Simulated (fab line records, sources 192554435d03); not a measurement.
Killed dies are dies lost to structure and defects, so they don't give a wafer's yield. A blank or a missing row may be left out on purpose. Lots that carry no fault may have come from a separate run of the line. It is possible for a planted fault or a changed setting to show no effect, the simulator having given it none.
Chamber matching / flow n5Finfet / 4 sister chambers for N5_BEOL_M10_STRIP_19 on rieDiel-05
The step strips in O2. 14 wafers are shown with their chamber, then 7 later ones without.

## EACH WAFER AND ITS CHAMBER
wafer=L074.1; chamber=3; drypumpMotorCurrentA (A)=5.8; showerheadPlenumPTorr (Torr)=2.069; throttleValvePct (%)=17.14
wafer=L074.2; chamber=2; drypumpMotorCurrentA (A)=5.1; showerheadPlenumPTorr (Torr)=1.995; throttleValvePct (%)=16.79
wafer=L074.5; chamber=2; drypumpMotorCurrentA (A)=5.2; showerheadPlenumPTorr (Torr)=1.995; throttleValvePct (%)=16.80
wafer=L080.1; chamber=2; drypumpMotorCurrentA (A)=5.2; showerheadPlenumPTorr (Torr)=1.989; throttleValvePct (%)=16.83
wafer=L080.4; chamber=0; drypumpMotorCurrentA (A)=5.1; showerheadPlenumPTorr (Torr)=2.071; throttleValvePct (%)=16.30
wafer=L080.5; chamber=3; drypumpMotorCurrentA (A)=5.7; showerheadPlenumPTorr (Torr)=2.064; throttleValvePct (%)=17.17
wafer=L083.2; chamber=2; drypumpMotorCurrentA (A)=5.1; showerheadPlenumPTorr (Torr)=1.986; throttleValvePct (%)=16.85
wafer=L083.5; chamber=0; drypumpMotorCurrentA (A)=5.1; showerheadPlenumPTorr (Torr)=2.069; throttleValvePct (%)=16.34
wafer=L083.6; chamber=1; drypumpMotorCurrentA (A)=6.0; showerheadPlenumPTorr (Torr)=2.054; throttleValvePct (%)=16.34
wafer=L089.2; chamber=1; drypumpMotorCurrentA (A)=6.0; showerheadPlenumPTorr (Torr)=2.047; throttleValvePct (%)=16.39
wafer=L089.3; chamber=0; drypumpMotorCurrentA (A)=5.1; showerheadPlenumPTorr (Torr)=2.063; throttleValvePct (%)=16.36
wafer=L089.6; chamber=1; drypumpMotorCurrentA (A)=6.0; showerheadPlenumPTorr (Torr)=2.048; throttleValvePct (%)=16.40
wafer=L093.1; chamber=1; drypumpMotorCurrentA (A)=6.0; showerheadPlenumPTorr (Torr)=2.047; throttleValvePct (%)=16.40
wafer=L093.3; chamber=3; drypumpMotorCurrentA (A)=5.8; showerheadPlenumPTorr (Torr)=2.059; throttleValvePct (%)=16.73

SIGNATURES (means of the wafers above)
reading=drypumpMotorCurrentA; chamber 0=5.100; chamber 1=6.000; chamber 2=5.150; chamber 3=5.767; scatter within a chamber=0.0408
reading=showerheadPlenumPTorr; chamber 0=2.06767; chamber 1=2.04900; chamber 2=1.99125; chamber 3=2.06400; scatter within a chamber=0.00424
reading=throttleValvePct; chamber 0=16.3333; chamber 1=16.3825; chamber 2=16.8175; chamber 3=17.0133; scatter within a chamber=0.113
Rule: for a wafer and a chamber, the distance is found by dividing, reading by reading, the gap between the wafer's reading and the chamber's mean by the reading's scatter, squaring, summing and taking the root. The wafer belongs to the nearest chamber; if the next one is less than 2 further off, it can't be placed. How the scatter is found: for the shown wafers, subtract from each reading the mean of its chamber, square and add these, divide the total by (wafers less chambers), then take the root.

## WAFERS WHOSE CHAMBER IS MISSING
wafer=L093.4; drypumpMotorCurrentA (A)=5.2; showerheadPlenumPTorr (Torr)=1.980; throttleValvePct (%)=16.88
wafer=L094.1; drypumpMotorCurrentA (A)=5.1; showerheadPlenumPTorr (Torr)=2.061; throttleValvePct (%)=16.38
wafer=L094.5; drypumpMotorCurrentA (A)=5.1; showerheadPlenumPTorr (Torr)=2.061; throttleValvePct (%)=16.36
wafer=L094.6; drypumpMotorCurrentA (A)=6.0; showerheadPlenumPTorr (Torr)=2.045; throttleValvePct (%)=16.40
wafer=L095.2; drypumpMotorCurrentA (A)=5.1; showerheadPlenumPTorr (Torr)=2.059; throttleValvePct (%)=16.38
wafer=L095.5; drypumpMotorCurrentA (A)=5.8; showerheadPlenumPTorr (Torr)=2.057; throttleValvePct (%)=16.73
wafer=L095.6; drypumpMotorCurrentA (A)=5.1; showerheadPlenumPTorr (Torr)=1.977; throttleValvePct (%)=16.89

## WHICH CHAMBER EACH ONE RAN IN
wafer=L093.4; from the rows above=2; in truth=2
wafer=L094.1; from the rows above=0; in truth=0
wafer=L094.5; from the rows above=0; in truth=0
wafer=L094.6; from the rows above=1; in truth=1
wafer=L095.2; from the rows above=0; in truth=0
wafer=L095.5; from the rows above=3; in truth=3
wafer=L095.6; from the rows above=2; in truth=2
Correct placement for 7 of the 7. Not placeable from these rows: 0. Wrongly placed: 0.
